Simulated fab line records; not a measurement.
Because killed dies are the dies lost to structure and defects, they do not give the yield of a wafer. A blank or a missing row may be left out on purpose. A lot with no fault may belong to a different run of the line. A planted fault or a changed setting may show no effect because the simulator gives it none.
Which tool did it? -- flow nandHarc -- 33 wafers from 11 lots sampled at 7 of the route's 1159 steps

WHAT THE GAUGES SHOWED, per wafer
NHARC_P_M0_THK_MEAS_24: measures by xrf. Usual: 117.5 nm for thkNm, sd 1.3.
lot,measured,on,thkNm (nm),flag
L838,day 6 12:46,filmMetro-01,117.1 116.3 118.9,
L839,day 6 14:19,filmMetro-01,118.5 116.5 116.1,
L840,day 6 14:31,filmMetro-01,120.5 117.8 117.1,
L843,day 7 08:41,filmMetro-02,117.7 119.3 118.9,
L846,day 7 23:26,filmMetro-01,114.6 116.5 118.5,
L847,day 8 14:35,filmMetro-01,116.5 118.4 118.4,
L849,day 9 04:37,filmMetro-01,116.4 117.6 116.5,
L850,day 9 05:24,filmMetro-01,29.3 28.7 28.7,OFF
L851,day 9 10:44,filmMetro-01,30.7 29.7 31.3,OFF
L852,day 9 15:40,filmMetro-02,31.1 31.2 31.0,OFF
L860,day 11 10:40,filmMetro-01,116.5 116.5 116.6,

NHARC_END_SORT_01. Usual: defectLimitedYield 95.4 %, standard deviation 1.8; killedAtArray 27, standard deviation 11; killedAtOther 0.7, standard deviation 1.1; killedAtPeriphery 3.4, standard deviation 2.1; killedDies 31, standard deviation 12; killedOpen 3.6, standard deviation 2; killedShort 2.0, standard deviation 1.3; sort_bin_2_pct 1.5 %, standard deviation 0.71; sort_bin_3_pct 0.25 %, standard deviation 0.22; sort_bin_4_pct 2.9 %, standard deviation 1.2; sortNPass 646, standard deviation 12; sortRimYieldPct 95.0 %, standard deviation 2.5; sortYieldPct 95.4 %, standard deviation 1.8.
lot,measured,on,defectLimitedYield (%),killedAtArray,killedAtOther,killedAtPeriphery,killedDies,killedOpen,killedShort,sort_bin_2_pct (%),sort_bin_3_pct (%),sort_bin_4_pct (%),sortNPass,sortRimYieldPct (%),sortYieldPct (%),flag
L850,day 22 03:00,prober-01,0 0 0,36 38 36,0 0 0,641 639 641,677 677 677,6 2 6,4 4 0,95.9 95.0 95.4,0.15 0.74 0.15,4.0 4.3 4.4,0 0 0,0 0 0,0 0 0,OFF
L851,day 22 02:53,prober-02,0 0 0,12 34 25,3 0 2,662 643 650,677 677 677,2 5 3,3 1 1,97.9 96.8 97.5,0.59 0.15 0.30,1.5 3.1 2.2,0 0 0,0 0 0,0 0 0,OFF
L852,day 23 04:37,prober-01,0 0 0,22 23 23,0 1 2,655 653 652,677 677 677,3 5 0,2 1 3,96.9 97.0 96.8,0 0.44 0,3.1 2.5 3.2,0 0 0,0 0 0,0 0 0,OFF

WHICH TOOL RAN EACH LOT (tool, then ch and the chambers of the sampled wafers, then the start)
lot,NHARC_P_M0_ETCH_15,NHARC_P_M0_PVD_20,NHARC_P_M0_ECD_22,NHARC_P_M0_CMP_23,NHARC_P_M0_PRE_CLEAN_31
L838,"rieDiel-13 ch 1,2,3, day 6 11:46 or earlier","pvdSputter-02, day 6 11:46 or earlier","ecdCu-02 ch 0, day 6 11:46","cmp-03 ch 0,2, day 6 12:26","pecvd-03 ch 0,1,2, day 6 13:01"
L839,"rieDiel-05 ch 0,1,2, day 6 12:52 or earlier","pvdSputter-01, day 6 12:52 or earlier","ecdCu-01 ch 1, day 6 12:52","cmp-03 ch 1,2, day 6 14:00","pecvd-04 ch 0,2, day 6 14:33"
L840,"rieDiel-13 ch 1,2, day 6 13:04 or earlier","pvdSputter-03, day 6 13:04 or earlier","ecdCu-02 ch 0,1, day 6 13:04","cmp-04 ch 1,2,3, day 6 14:16","pecvd-01 ch 1,2, day 6 14:45"
L843,"rieDiel-05 ch 0,1,3, day 7 07:35 or earlier","pvdSputter-01, day 7 07:35 or earlier","ecdCu-01 ch 0,1, day 7 07:35","cmp-04 ch 0,3, day 7 08:22","pecvd-04 ch 0,1,2, day 7 08:56"
L846,"rieDiel-10 ch 0,3, day 7 22:26 or earlier","pvdSputter-02, day 7 22:26 or earlier","ecdCu-01 ch 0,1, day 7 22:26","cmp-04 ch 0,1,2, day 7 23:07","pecvd-03 ch 0,2, day 7 23:39"
L847,"rieDiel-05 ch 0,2, day 8 13:32 or earlier","pvdSputter-01, day 8 13:32 or earlier","ecdCu-01 ch 0,1, day 8 13:32","cmp-04 ch 0,1,3, day 8 14:17","pecvd-04 ch 1,2, day 8 14:49"
L849,"rieDiel-05 ch 0,1,2, day 9 03:34 or earlier","pvdSputter-03, day 9 03:34 or earlier","ecdCu-02 ch 0,1, day 9 03:34","cmp-04 ch 0,1,3, day 9 04:19","pecvd-03 ch 0,1, day 9 04:55"
L850,"rieDiel-13 ch 2,3, day 9 04:11 or earlier","pvdSputter-03, day 9 04:11 or earlier","ecdCu-02 ch 0, day 9 04:11","cmp-01 ch 1,2, day 9 05:05","pecvd-03 ch 1,2, day 9 05:50"
L851,"rieDiel-13 ch 1,3, day 9 09:42 or earlier","pvdSputter-01, day 9 09:42 or earlier","ecdCu-02 ch 0,1, day 9 09:42","cmp-03 ch 0,2,3, day 9 10:28","pecvd-01 ch 1,2, day 9 11:01"
L852,"rieDiel-10 ch 0,1,3, day 9 14:37 or earlier","pvdSputter-03, day 9 14:37 or earlier","ecdCu-01 ch 0,1, day 9 14:37","cmp-03 ch 1,2,3, day 9 15:22","pecvd-03 ch 1,2, day 9 15:59"
L860,"rieDiel-10 ch 0,2,3, day 11 09:37 or earlier","pvdSputter-01, day 11 09:37 or earlier","ecdCu-02 ch 0, day 11 09:37","cmp-01 ch 2,3, day 11 10:21","pecvd-03 ch 0,2, day 11 11:02"
- NHARC_P_M0_ETCH_15: etches the open film in C4F8/Ar, target depth 150 nm, overetch 15 nm, time 82.5 s.
- NHARC_P_M0_PVD_20: deposits TaN, target thk 5 nm, time 8.06 s.
- NHARC_P_M0_ECD_22: material Cu, target thk 400 nm.
- NHARC_P_M0_CMP_23: polishes, t overpolish 20 s, target thk 117.53 nm.
- NHARC_P_M0_PRE_CLEAN_31: time 12 s.

WHAT THE TOOLS THEMSELVES READ (means of the sampled wafers that have a number; where no wafer has one, the mark that the record gives instead)
NHARC_P_M0_ETCH_15. Usual: oesProductAu 0.957 a.u., standard deviation 0.023; rfVppV 441.2 V, standard deviation 1.9.
lot,tool,oesProductAu (a.u.),rfVppV (V),flag
L838,rieDiel-13,0.977,441.2,
L839,rieDiel-05,0.940,441.8,
L840,rieDiel-13,0.964,439.2,
L843,rieDiel-05,0.973,441.8,
L846,rieDiel-10,0.967,441.4,
L847,rieDiel-05,0.977,441.4,
L849,rieDiel-05,0.971,441.6,
L850,rieDiel-13,0.957,440.6,
L851,rieDiel-13,0.968,441.6,
L852,rieDiel-10,0.974,439.8,
L860,rieDiel-10,0.936,441.2,

NHARC_P_M0_PVD_20. Usual: 29.8 % for throttleValvePct, sd 1.1.
lot,tool,throttleValvePct (%),flag
L838,pvdSputter-02,29.7,
L839,pvdSputter-01,30.7,
L840,pvdSputter-03,28.8,
L843,pvdSputter-01,30.6,
L846,pvdSputter-02,29.9,
L847,pvdSputter-01,30.7,
L849,pvdSputter-03,29.0,
L850,pvdSputter-03,30.2,
L851,pvdSputter-01,30.7,
L852,pvdSputter-03,29.0,
L860,pvdSputter-01,30.1,

NHARC_P_M0_ECD_22. Usual: bathHeatDutyPct 6.4 %, standard deviation 0.78; bathTempC 25.01 C, standard deviation 0.11.
lot,tool,bathHeatDutyPct (%),bathTempC (C),flag
L838,ecdCu-02,5.3,25.08,
L839,ecdCu-01,7.7,25.21,
L840,ecdCu-02,6.0,24.91,
L843,ecdCu-01,7.0,24.99,
L846,ecdCu-01,7.1,25.07,
L847,ecdCu-01,7.3,24.97,
L849,ecdCu-02,5.9,24.94,
L850,ecdCu-02,-,-,OFF
L851,ecdCu-02,-,-,OFF
L852,ecdCu-01,-,-,OFF
L860,ecdCu-02,5.2,24.83,

NHARC_P_M0_CMP_23. Usual: motorCurrentA 12.0 A, standard deviation 1.5; slurryFilterDpKPa 13.52 kPa, standard deviation 0.13; timeToEndpointS 28.7 s, standard deviation 2.3.
lot,tool,motorCurrentA (A),slurryFilterDpKPa (kPa),timeToEndpointS (s),flag
L838,cmp-03,13.6,13.62,31.2,
L839,cmp-03,13.8,13.43,29.6,
L840,cmp-04,10.5,13.39,30.1,
L843,cmp-04,11.5,13.65,27.2,
L846,cmp-04,11.0,13.55,29.9,
L847,cmp-04,11.1,13.56,27.8,
L849,cmp-04,11.3,13.54,30.8,
L850,cmp-01,11.0,13.62,4.5,OFF
L851,cmp-03,12.6,13.54,4.3,OFF
L852,cmp-03,13.0,13.44,1.2,OFF
L860,cmp-01,10.9,13.55,29.5,

NHARC_P_M0_PRE_CLEAN_31. Usual: 618 W for heaterPowerW, sd 74.
lot,tool,heaterPowerW (W),flag
L838,pecvd-03,572,
L839,pecvd-04,721,
L840,pecvd-01,599,
L843,pecvd-04,715,
L846,pecvd-03,555,
L847,pecvd-04,647,
L849,pecvd-03,581,
L850,pecvd-03,587,
L851,pecvd-01,605,
L852,pecvd-03,603,
L860,pecvd-03,525,

THE ANSWER, worked out from the rows above alone
Rule: a lot is off if the mean of its wafers that have a number lies more than 3 standard deviations from the usual mean. A lot without any number at a reading at which 4 lots or more have one is off too. Where the step has rows for the other lots, those lots are counted as sound. After the gauges, taken in route order, come the tools' own readings; for these a lot's mean is taken, as printed above. At the first step where some lot is off, the reading lying furthest off is the one used; lots without a number count as furthest.
Off: L850, L851, L852, at NHARC_P_M0_THK_MEAS_24 (thkNm).
A tool fits if, at a process step before that reading, it ran every lot that is off, and no sound lot after the first of them. Not tried: the gauges at NHARC_P_M0_THK_MEAS_24; whatever is off there is also off at NHARC_END_SORT_01, on other tools, and gauge error can't account for it. With no start given for some of its lots, NHARC_P_M0_ETCH_15 uses the hours and lot order of NHARC_P_M0_ECD_22. With no start given for some of its lots, NHARC_P_M0_PVD_20 uses the hours and lot order of NHARC_P_M0_ECD_22. Not one of the candidates tried fits.

WHAT THE SIMULATOR HAD PUT IN
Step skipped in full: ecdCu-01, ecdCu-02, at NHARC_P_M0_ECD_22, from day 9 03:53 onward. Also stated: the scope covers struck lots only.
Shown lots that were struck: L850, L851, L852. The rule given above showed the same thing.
